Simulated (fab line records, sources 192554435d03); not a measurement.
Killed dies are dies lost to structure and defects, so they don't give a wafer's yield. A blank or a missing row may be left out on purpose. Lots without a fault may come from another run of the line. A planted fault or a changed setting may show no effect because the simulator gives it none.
fab line records | flow n5_finfet
record lots=5 wafers=14 last_day=17
route steps=1938 shown BEOL_M3@965 BEOL_M4@1111 PASSIVATION@1936
lots that met no fault: from a run of the same line without faults
start_h: hours from the record's first day to the start of the lot's first wafer shown | wait_h: hours since the lot's step before | " the same as in the row above | L1.1+2: a row that stands for several wafers | - no value, or no start given | * or withheld: withheld | < > ~ a bound
route shown NAME@n: a module of which the file shows steps, and the number in the route of the first | usual: mean/standard deviation of fault-free wafers | same: alike in all rows | chamber/n: place in a boat | sites: the reading at each site | _std_site: their standard deviation | _edge_site: outer sites' mean less inner sites' | radius_mm: how far each site lies from the wafer's centre | mask NAME#n: copy n | behind: the tool/chamber that last shaped the wafer | hold: why the lot was held/for how many hours/how that ended | device: the transistor (n, p or np) that didn't switch | end of line: the same wafers' tests at the end of the route | a step without rows: its recipe alone | killed: dies lost to structure and defects at the first sort, not the wafer's yield | map: a wafer's dies, x killed, . not, _ none there
set.NAME: the setting as run; set.NAME@STEP: as run at that earlier step | model.NAME: the simulator's own value behind a step, which no gauge read
lots at some steps of the route; a table a step, a row a wafer
services: from which hour (start_h, from the record's first day; less than 0 if before it) a tool's chamber was out of use, for how many hours, and why
## steps
# step N5_BEOL_M3_DEVELOP_27
# recipe develop_time_s=30 developer=TMAH resist=CAR-EUV rinse_liquid=surfactant_rinse dry=air_spin dev_temp_c=23
# step N5_BEOL_M3_CD_MEAS_28
# recipe target_cd_nm=25.7 landing_energy_ev=500 detector=se_inlens target_cd_y_nm=23.3 polarity=opening
# usual cd_nm=25.68/0.24
# same landing_energy_ev=500
# columns lot.wafer tool chamber start_h wait_h cd_nm
L149.2 cd_sem-01 0 140.95 - 25.56
L149.4 " 0 " " 25.85
L149.6 " 0 " " 25.80
L159.2 cd_sem-02 0 207.82 - 25.66
L159.5 " 0 " " 25.44
L161.2 cd_sem-03 0 223.02 - 26.21
L161.4 " 0 " " 25.82
L161.6 " 0 " " 25.38
L162.4 cd_sem-01 0 226.91 - 25.36
L162.5 " 0 " " 25.73
L162.6 " 0 " " 25.59
L171.1 cd_sem-03 0 281.77 - 25.67
L171.4 " 0 " " 25.88
L171.5 " 0 " " 25.53
# step N5_BEOL_M3_OVL_MEAS_29
# recipe points_per_wafer=522
# usual V2_OVL=-0.2/0.66
# columns lot.wafer tool chamber start_h wait_h V2_OVL[nm]
L149.2 overlay-01 0 140.98 0.0 -0.8
L149.4 " 0 " " 0.9
L149.6 " 0 " " -0.3
L159.2 overlay-01 0 207.86 0.0 0.4
L159.5 " 0 " " 0.9
L161.2 overlay-02 0 223.06 0.0 -0.6
L161.4 " 0 " " -1.2
L161.6 " 0 " " -0.8
L162.4 overlay-01 0 226.96 0.0 -0.1
L162.5 " 0 " " 0.8
L162.6 " 0 " " 0.2
L171.1 overlay-02 0 281.80 0.0 -0.3
L171.4 " 0 " " -0.5
L171.5 " 0 " " -0.3
# step N5_BEOL_M3_INSPECT_30
# recipe mode=adi inspect_instrument=brightfield
# usual raw_defect_count=387/98
# columns lot.wafer tool chamber start_h wait_h raw_defect_count
L149.2 defect_inspect-01 - 141.04 0.0 462
L149.4 " - " " 307
L149.6 " - " " 345
L159.2 defect_inspect-02 - 207.91 0.0 315
L159.5 " - " " 284
L161.2 defect_inspect-01 - 223.11 0.0 534
L161.4 " - " " 453
L161.6 " - " " 506
L162.4 defect_inspect-01 - 227.00 0.0 274
L162.5 " - " " 322
L162.6 " - " " 453
L171.1 defect_inspect-01 - 281.85 0.1 324
L171.4 " - " " 356
L171.5 " - " " 292
# step N5_BEOL_M3_DESCUM_33
# recipe chemistry=O2 time_s=7 source_power_w=50 bias_power_w=20 pressure_mtorr=20 rf_frequency_hz=2.712e+07 temp_c=40 resist=CAR-EUV o2_flow_sccm=225
# usual drypump_motor_current_A=5.8/0.37 oes_product_au=0.75/0.076 rf_vpp_V=243.0/1.4 showerhead_plenum_p_Torr=2.08/0.071 throttle_valve_pct=20.49/0.22
# columns lot.wafer tool chamber start_h wait_h drypump_motor_current_A oes_product_au rf_hours_counter_h rf_vpp_V showerhead_plenum_p_Torr throttle_valve_pct
L149.2 rie_diel-01 2 141.07 0.0 6.2 0.77 140 242.5 2.00 20.28
L149.4 " 1 " " 5.5 0.74 176 241.4 2.08 20.53
L149.6 " 2 " " 6.3 0.78 - 242.8 2.00 20.29
L159.2 rie_diel-03 3 207.95 0.0 5.8 0.71 201 242.0 2.00 20.54
L159.5 " 2 " " 6.0 1.00 - 245.2 2.24 20.55
L161.2 rie_diel-03 3 223.66 0.5 5.7 0.71 207 240.6 1.99 20.55
L161.4 " 0 " " 5.7 0.71 199 245.8 2.19 20.74
L161.6 " 2 " " 6.0 0.99 - 247.5 2.24 20.55
L162.4 rie_diel-01 1 227.09 0.1 5.5 0.71 - 242.8 2.07 20.57
L162.5 " 2 " " 6.3 0.74 - 241.1 1.99 20.34
L162.6 " 3 " " 5.4 0.71 - 242.6 2.08 20.50
L171.1 rie_diel-01 3 281.89 0.0 5.4 0.70 205 243.2 2.07 20.54
L171.4 " 2 " " 6.3 0.72 - 243.0 1.98 20.36
L171.5 " 1 " " 5.5 0.70 - 242.8 2.06 20.59
# step N5_BEOL_M3_ETCH_77
# recipe chemistry=N2/H2 target=underlayer target_depth_a=65 mask_material=CAR-EUV time_s=5.2 ion_energy_ev=200 pressure_mtorr=30 source_w=840 bias_w=150 n2_flow_sccm=200 h2_flow_sccm=200 ends=cleared
# step N5_BEOL_M3_ETCH_69
# recipe chemistry=CF4 target=SiARC target_depth_a=156 mask_material=CAR-EUV time_s=26 ion_energy_ev=80 pressure_mtorr=40 source_w=545 bias_w=36 Ar_flow_sccm=100 cf4_flow_sccm=100 ends=cleared
# usual bias_w=35.99/0.11 cf4_flow_sccm=99.98/0.29 drypump_motor_current_A=5.8/0.37 etch_rf_on_time_s=26.0/1.1 oes_product_au=0.64/0.066 rf_vpp_V=183.9/1.1 showerhead_plenum_p_Torr=2.13/0.064 throttle_valve_pct=15.73/0.25
# columns lot.wafer tool chamber start_h wait_h bias_w cf4_flow_sccm drypump_motor_current_A etch_rf_on_time_s oes_product_au rf_hours_counter_h rf_vpp_V showerhead_plenum_p_Torr throttle_valve_pct
L149.2 rie_diel-01 2 141.12 0.0 36.17 100.61 6.3 25.2 0.67 140 183.3 2.06 15.60
L149.4 " 1 " " 35.89 99.89 5.5 24.8 0.65 176 184.4 2.15 15.84
L149.6 " 2 " " 35.95 100.41 6.3 25.4 0.67 - 182.5 2.06 15.60
L159.2 rie_diel-03 3 208.00 0.0 35.86 100.12 5.8 24.8 0.63 201 183.1 2.04 15.66
L159.5 " 2 " " 36.06 99.56 6.0 24.9 0.87 - 185.2 2.26 15.49
L161.2 rie_diel-03 3 223.71 0.0 35.95 99.55 5.7 25.0 0.62 207 181.5 2.03 15.67
L161.4 " 0 " " 35.91 100.55 5.7 27.5 0.60 199 183.6 2.19 15.69
L161.6 " 2 " " 35.95 99.98 6.0 24.8 0.85 - 186.4 2.25 15.49
L162.4 rie_diel-01 1 227.16 0.0 35.96 99.94 5.5 25.2 0.62 - 182.6 2.14 15.91
L162.5 " 2 " " 35.90 99.80 6.3 26.1 0.64 - 182.6 2.05 15.64
L162.6 " 3 " " 36.05 99.68 5.4 28.6 0.59 - 183.2 2.14 15.78
L171.1 rie_diel-01 3 281.94 0.0 36.06 100.04 5.4 28.3 0.58 205 184.5 2.13 15.83
L171.4 " 2 " " 35.97 100.41 6.3 25.4 0.63 - 184.4 2.05 15.68
L171.5 " 1 " " 35.92 99.55 5.5 25.1 0.61 - 183.3 2.13 15.94
# step N5_BEOL_M3_ALD_98
# recipe material=SiO2 target_thk_a=25 temp_c=100 ald_precursor_family=BDEAS ald_co_reactant=O2-plasma pulse_time_s=1 co_reactant_pulse_time_s=1 purge_time_s=2 co_reactant_purge_time_s=2 ald_cycles=17 pressure_torr=2
# usual heater_power_w=78/10 precursor_pulse_height_rel=1.000/0.02
# same co_reactant_purge_time_s=2
# columns lot.wafer tool chamber start_h wait_h heater_power_w precursor_pulse_height_rel
L149.2 ald_sin-04 2 141.44 0.3 86 0.994
L149.4 " 1 " " 79 1.000
L149.6 " 2 " " 86 0.992
L159.2 ald_sin-01 2 208.08 0.1 96 1.040
L159.5 " 3 " " 74 1.022
L161.2 ald_sin-04 1 224.09 0.4 80 1.014
L161.4 " 3 " " 60 1.010
L161.6 " 2 " " 89 1.007
L162.4 ald_sin-01 3 227.21 0.0 73 1.014
L162.5 " 0 " " 66 0.999
L162.6 " 1 " " 81 0.978
L171.1 ald_sin-01 3 282.63 0.7 74 0.985
L171.4 " 2 " " 92 1.033
L171.5 " 3 " " 76 0.984
# step N5_BEOL_M3_ETCHBACK_99
# recipe chemistry=CHF3 target=SiO2 target_depth_a=50 time_s=10.4 source_w=215 bias_w=47 Ar_flow_sccm=200 CHF3_flow_sccm=12 ion_energy_ev=100 pressure_mtorr=30
# usual bias_w=47.00/0.14 drypump_motor_current_A=5.7/0.39 oes_f_703_au=0.76/0.085 oes_product_au=0.76/0.081 rf_vpp_V=241/7.8 showerhead_plenum_p_Torr=2.13/0.056 throttle_valve_pct=17.16/0.29
# columns lot.wafer tool chamber start_h wait_h bias_w drypump_motor_current_A oes_f_703_au oes_product_au rf_hours_counter_h rf_vpp_V showerhead_plenum_p_Torr throttle_valve_pct
L149.2 rie_diel-03 2 147.26 5.8 46.95 5.9 0.72 0.69 240 238 2.01 17.37
L149.4 " 0 " " 47.01 5.7 0.71 0.71 175 254 2.21 17.05
L149.6 " 0 " " 47.15 5.7 0.71 0.71 - 252 2.21 17.02
L159.2 rie_diel-01 3 211.03 2.9 46.97 5.4 0.68 0.71 179 245 2.16 17.22
L159.5 " 1 " " 47.05 5.5 0.75 0.73 - 232 2.17 17.48
L161.2 rie_diel-02 1 227.58 3.4 47.19 5.7 0.91 0.89 37 245 2.11 16.85
L161.4 " 0 " " 46.92 6.2 0.73 0.71 211 229 2.16 17.60
L161.6 " 3 " " 47.11 5.4 0.78 0.78 - 243 2.17 16.73
L162.4 rie_diel-01 1 232.46 5.2 47.20 5.5 0.75 0.72 - 230 2.17 17.49
L162.5 " 3 " " 46.88 5.4 0.67 0.71 - 244 2.15 17.22
L162.6 " 2 " " 46.75 6.3 0.76 0.75 - 251 2.04 16.96
L171.1 rie_diel-02 1 287.06 4.4 46.94 5.8 0.88 0.86 58 244 2.10 16.88
L171.4 " 0 " " 46.96 6.3 0.71 0.69 234 231 2.15 17.65
L171.5 " 1 " " 46.97 5.8 0.88 0.86 - 245 2.10 16.88
# step N5_BEOL_M3_ETCH_70
# recipe chemistry=N2/H2 target=SOC target_depth_a=800 overetch_a=160 mask_material=SiARC temp_c=40 time_s=120 ion_energy_ev=200 pressure_mtorr=30 source_w=840 bias_w=150 n2_flow_sccm=200 h2_flow_sccm=200
# usual bias_w=150.1/0.46 drypump_motor_current_A=5.7/0.39 oes_product_au=0.58/0.059 rf_vpp_V=523.2/1.8 run_length_s=143.1/0.36 showerhead_plenum_p_Torr=2.52/0.057 throttle_valve_pct=17.9/0.32
# columns lot.wafer tool chamber start_h wait_h bias_w drypump_motor_current_A oes_product_au rf_hours_counter_h rf_vpp_V run_length_s showerhead_plenum_p_Torr throttle_valve_pct
L149.2 rie_diel-03 2 147.30 0.0 150.5 6.0 0.53 240 520.8 143.8 2.37 18.0
L149.4 " 0 " " 150.9 5.7 0.57 175 526.5 143.6 2.64 17.8
L149.6 " 0 " " 150.4 5.7 0.57 - 526.5 143.9 2.64 17.8
L159.2 rie_diel-01 3 211.07 0.0 149.8 5.5 0.56 179 524.2 143.8 2.53 17.9
L159.5 " 1 " " 149.5 5.5 0.55 - 523.6 143.9 2.51 17.9
L161.2 rie_diel-02 1 227.61 0.0 150.0 5.8 0.69 37 522.4 142.4 2.48 17.5
L161.4 " 0 " " 150.5 6.3 0.55 211 523.3 143.1 2.54 18.5
L161.6 " 3 " " 150.3 5.4 0.60 - 523.7 142.9 2.55 17.4
L162.4 rie_diel-01 1 232.52 0.0 149.8 5.5 0.55 - 522.8 143.3 2.51 18.0
L162.5 " 3 " " 150.8 5.4 0.55 - 523.2 143.5 2.53 17.9
L162.6 " 2 " " 150.1 6.2 0.57 - 521.1 142.8 2.45 18.0
L171.1 rie_diel-02 1 287.09 0.0 149.7 5.8 0.66 58 521.6 142.5 2.47 17.5
L171.4 " 0 " " 149.3 6.3 0.54 234 522.8 142.6 2.53 18.6
L171.5 " 1 " " 149.9 5.8 0.67 - 522.4 142.7 2.47 17.6
# step N5_BEOL_M3_STRIP_71
# recipe chemistry=N2/H2 temp_c=40 n2_flow_sccm=200 h2_flow_sccm=200 rf_frequency_hz=6e+07
# step N5_BEOL_M3_STRIP_78
# recipe chemistry=N2/H2 temp_c=40 n2_flow_sccm=200 h2_flow_sccm=200 rf_frequency_hz=6e+07
# step N5_BEOL_M3_VIA_ETCH_34
# recipe chemistry=C4F6/O2 target_depth_a=694 mask_material=SOC pressure_mtorr=15 ion_energy_ev=250 taper_deg=4 time_s=65.9 source_w=350 bias_w=170 Ar_flow_sccm=300 C4F6_flow_sccm=10 O2_flow_sccm=10
# usual bias_w=170.0/0.54 drypump_motor_current_A=5.7/0.39 oes_f_703_au=0.76/0.086 oes_product_au=0.76/0.082 rf_vpp_V=666/21 run_length_s=88.9/0.41 showerhead_plenum_p_Torr=2.82/0.071 throttle_valve_pct=30.8/0.45
# columns lot.wafer tool chamber start_h wait_h bias_w drypump_motor_current_A oes_f_703_au oes_product_au rf_hours_counter_h rf_vpp_V run_length_s showerhead_plenum_p_Torr throttle_valve_pct model.etch.depth_nm model.SOC_of_BEOL_M3_COAT_67.thk_nm
L149.2 rie_diel-03 2 147.40 0.0 169.7 6.0 0.74 0.69 240 658 89.5 2.67 30.7 69.85 51.2
L149.4 " 0 " " 171.3 5.7 0.72 0.72 175 699 89.6 2.92 30.6 65.64 51.8
L149.6 " 0 " " 171.1 5.7 0.72 0.72 - 700 89.4 2.92 30.6 65.85 51.8
L159.2 rie_diel-01 3 211.17 0.0 169.4 5.4 0.68 0.71 179 673 89.1 2.85 30.9 66.13 52.2
L159.5 " 1 " " 169.8 5.5 0.75 0.73 - 640 89.4 2.87 31.2 70.78 51.8
L161.2 rie_diel-02 1 227.71 0.0 169.3 5.8 0.91 0.90 37 675 88.4 2.78 30.4 69.18 51.8
L161.4 " 0 " " 170.2 6.3 0.71 0.70 211 634 88.7 2.84 31.7 66.71 52.4
L161.6 " 3 " " 170.6 5.4 0.78 0.78 - 670 88.7 2.86 30.3 68.12 52
L162.4 rie_diel-01 1 232.60 0.0 170.5 5.4 0.74 0.73 - 639 89.3 2.86 31.2 71.82 51.4
L162.5 " 3 " " - 5.5 0.66 0.71 - 675 81.0 2.84 30.9 58.35 53
L162.6 " 2 " " 170.4 6.3 0.76 0.76 - 695 88.7 2.70 30.4 70.48 51.8
L171.1 rie_diel-02 1 287.20 0.0 170.1 5.8 0.88 0.87 58 673 88.5 2.77 30.4 69.8 51.6
L171.4 " 0 " " 170.1 6.3 0.70 0.70 234 635 88.5 2.83 31.7 67.35 52.2
L171.5 " 1 " " 170.5 5.7 0.87 0.87 - 676 88.6 2.77 30.4 69.76 51.8
# step N5_BEOL_M3_STRIP_83
# recipe chemistry=C4F6/O2 resist=SiARC rf_frequency_hz=6e+07
# step N5_BEOL_M4_RC_MEAS_101
# usual DIBL_N=37.5/2 DIBL_P=37.5/2.5 IOFF_N=0.18/0.042 IOFF_P=0.24/0.046 ION_N=677/15 ION_P=464/9.5 SS_N=72.0/0.76 SS_P=73.6/0.79 VT_N=249/3.5 VT_P=-249/3.2
# columns lot.wafer tool chamber start_h wait_h DIBL_N[mV/V] DIBL_P[mV/V] IOFF_N[nA/um] IOFF_P[nA/um] ION_N[uA/um] ION_P[uA/um] SS_N[mV/dec] SS_P[mV/dec] VT_N[mV] VT_P[mV]
L149.2 prober-01 0 161.50 0.2 38.6 40.2 0.22 0.29 707 482 72.5 73.5 245 -245
L149.4 " 0 " " 41.2 42.7 0.25 0.34 681 467 73.0 74.3 247 -245
L149.6 " 0 " " 40.9 42.3 0.26 0.35 690 467 73.1 74.1 241 -244
L159.2 prober-01 0 225.04 0.2 40.0 42.0 0.24 0.31 682 461 72.6 75.7 247 -248
L159.5 " 0 " " 37.6 39.6 0.19 0.26 683 468 71.8 73.9 250 -248
L161.2 prober-01 0 244.63 0.2 42.5 41.3 0.28 0.30 687 472 73.2 74.1 245 -248
L161.4 " 0 " " 36.1 35.0 0.14 0.19 658 457 71.3 73.5 251 -251
L161.6 " 0 " " 37.2 34.7 0.14 0.18 654 451 71.6 73.7 253 -253
L162.4 prober-02 0 247.66 0.5 38.5 38.1 0.20 0.23 670 453 73.3 74.0 248 -253
L162.5 " 0 " " 38.6 39.0 0.20 0.24 684 460 72.6 74.3 249 -250
L162.6 " 0 " " 36.4 36.3 0.17 0.21 672 459 71.6 73.0 253 -252
L171.1 prober-01 0 305.25 0.0 39.0 37.2 0.21 0.22 659 448 72.9 74.2 250 -253
L171.4 " 0 " " 37.8 37.0 0.19 0.22 703 469 72.0 73.6 248 -250
L171.5 " 0 " " 37.5 37.1 0.18 0.21 693 473 71.9 73.5 246 -253
# step N5_PASSIVATION_PROBE_49
# usual defect_limited_yield=91.8/1.5 killed_at_M0_to_M3=33/11 killed_at_M4_up=13/5 killed_at_contacts=11/5.6 killed_at_front_end=36/12 killed_at_other=3.4/2.5 killed_dies=97/18 killed_open=64/13 killed_short=31/6.9 sort_bin_4_leakage=0.01/0.048 sort_bin_5_function=4.8/1 sort_bin_6_memory=3.1/0.64 sort_n_pass=1083/18 sort_yield_pct=91.8/1.5
# same gross_dies=1180 killed_at_back_side=0 sort_bin_8_speed[%]=0
# columns lot.wafer tool chamber start_h wait_h defect_limited_yield[%] killed_at_M0_to_M3 killed_at_M4_up killed_at_contacts killed_at_front_end killed_at_other killed_dies killed_open killed_short sort_bin_4_leakage[%] sort_bin_5_function[%] sort_bin_6_memory[%] sort_n_pass sort_yield_pct[%]
L159.2 prober-01 - 325.50 0.1 91.2 34 17 15 36 2 104 68 32 0 5.3 3.1 1076 91.2
L159.5 prober-01 - 325.65 0.2 90.4 36 17 18 41 1 113 68 43 0 5.7 3.3 1067 90.4
# killed by level:class
L159.2 MOL_CONTACT_COAG:geometric_particle:open=12 FIN_SAQP:geometric_particle:open=11 BEOL_M0_SAQP:geometric_particle:open=8 BEOL_M0_SAQP:geometric_particle:short=7 BEOL_M2:geometric_particle:open=7 FIN_SAQP:geometric_particle:short=5 BEOL_M1:geometric_particle:open=5 BEOL_M5:geometric_particle:open=5
L159.5 STI_FIN_REVEAL:geometric_particle:open=14 MOL_CONTACT_COAG:geometric_particle:open=12 BEOL_M4:geometric_particle:open=11 BEOL_M0_SAQP:geometric_particle:short=10 BEOL_M3:geometric_particle:open=8 FIN_SAQP:geometric_particle:short=7 FIN_SAQP:geometric_particle:open=6 MOL_CONTACT_COAG:geometric_particle:short=6
## services
# columns tool chamber start_h hours kind
rie_diel-01 0 137.19 2.4 repair
rie_diel-01 3 176.74 8.3 repair
ald_sin-01 - 176.75 14.0 pm
ald_sin-01 0 176.75 14.0 vent_cycle
ald_sin-01 1 176.75 14.0 vent_cycle
ald_sin-01 2 176.75 14.0 vent_cycle
ald_sin-01 3 176.75 14.0 vent_cycle
rie_diel-03 2 181.29 - clean
rie_diel-03 2 181.29 - consumable_replace:focus_ring
rie_diel-03 2 181.29 - consumable_replace:showerhead
rie_diel-03 2 181.29 19.7 scheduled_down
rie_diel-03 2 181.29 19.7 vent_cycle
ald_sin-01 0 190.75 - clean
ald_sin-01 1 190.75 - clean
ald_sin-01 2 190.75 - clean
ald_sin-01 3 190.75 - clean
rie_diel-03 - 234.90 15.6 pm
rie_diel-01 0 270.83 - clean
rie_diel-01 0 270.83 - consumable_replace:focus_ring
rie_diel-01 0 270.83 24.0 scheduled_down
rie_diel-01 0 270.83 24.0 vent_cycle
## key
first_sign step=N5_BEOL_M3_VIA_ETCH_34 reading=run_length_s direction=down sigmas=19 usual=* struck=*
effect none on later readings
model_effect step=N5_BEOL_M3_VIA_ETCH_34 value=etch.depth_nm without=66.3 struck=58.35
met_at N5_BEOL_M3_VIA_ETCH_34
struck_wafers L162.5
onset_between 211.17 232.60
fault kind=process_parameter_drift tool=rie_diel-01 chamber=3 onset_h=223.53 steps=N5_BEOL_M3_VIA_ETCH_34 channel=time_s offset=* shape=step end_h=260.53 acts_in=* stated=*
